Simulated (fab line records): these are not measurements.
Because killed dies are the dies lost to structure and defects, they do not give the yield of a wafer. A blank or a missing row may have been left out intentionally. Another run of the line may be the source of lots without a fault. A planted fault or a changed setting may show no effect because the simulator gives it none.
Chamber matching | flow nand harc | 4 sister chambers for NHARC_A_STAIRCASE_CMP_472 on cmp-02
The step polishes SiO2. 8 wafers are shown with their chamber, then 8 later ones without.

WAFERS WITH THEIR CHAMBER
wafer  | chamber | motor current A (A)
L076.2 | 3       | 13.1
L076.4 | 1       | 12.8
L076.5 | 1       | 11.9
L076.6 | 2       | 11.7
L081.1 | 3       | 13.5
L081.4 | 0       | 12.3
L081.6 | 2       | 11.5
L089.2 | 0       | 12.6

WAFERS WHOSE CHAMBER IS MISSING
wafer  | motor current A (A)
L089.4 | 13.3
L089.5 | 14.2
L091.1 | 13.2
L091.3 | 13.9
L091.6 | 12.4
L093.2 | 13.4
L093.3 | 12.5
L093.6 | 12.4

WHICH CHAMBER EACH ONE RAN IN
wafer  | from the rows above     | in truth
L089.4 | 3                       | 3
L089.5 | 3                       | 3
L091.1 | can't be placed: 3 or 0 | 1
L091.3 | 3                       | 3
L091.6 | can't be placed: 0 or 1 | 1
L093.2 | 3                       | 3
L093.3 | can't be placed: 0 or 1 | 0
L093.6 | can't be placed: 0 or 1 | 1
4 of 8 placed correctly. Cannot be placed on the basis of these rows: 4; the candidates contain the true chamber in 3. Wrongly placed: 0.
How it was worked out, from the rows above alone: a wafer's distance from a chamber is the root of the sum, over the readings, of the square of ((its reading less the chamber's mean) divided by the reading's scatter). If the next closest chamber is less than 2 further off than the closest, the wafer can't be placed; otherwise it belongs to the closest. For every chamber, the mean is computed from those of its wafers that are shown. The scatter: take each reading less its chamber's mean, square it, sum over the shown wafers, divide by the number of wafers less the number of chambers, and take the root.
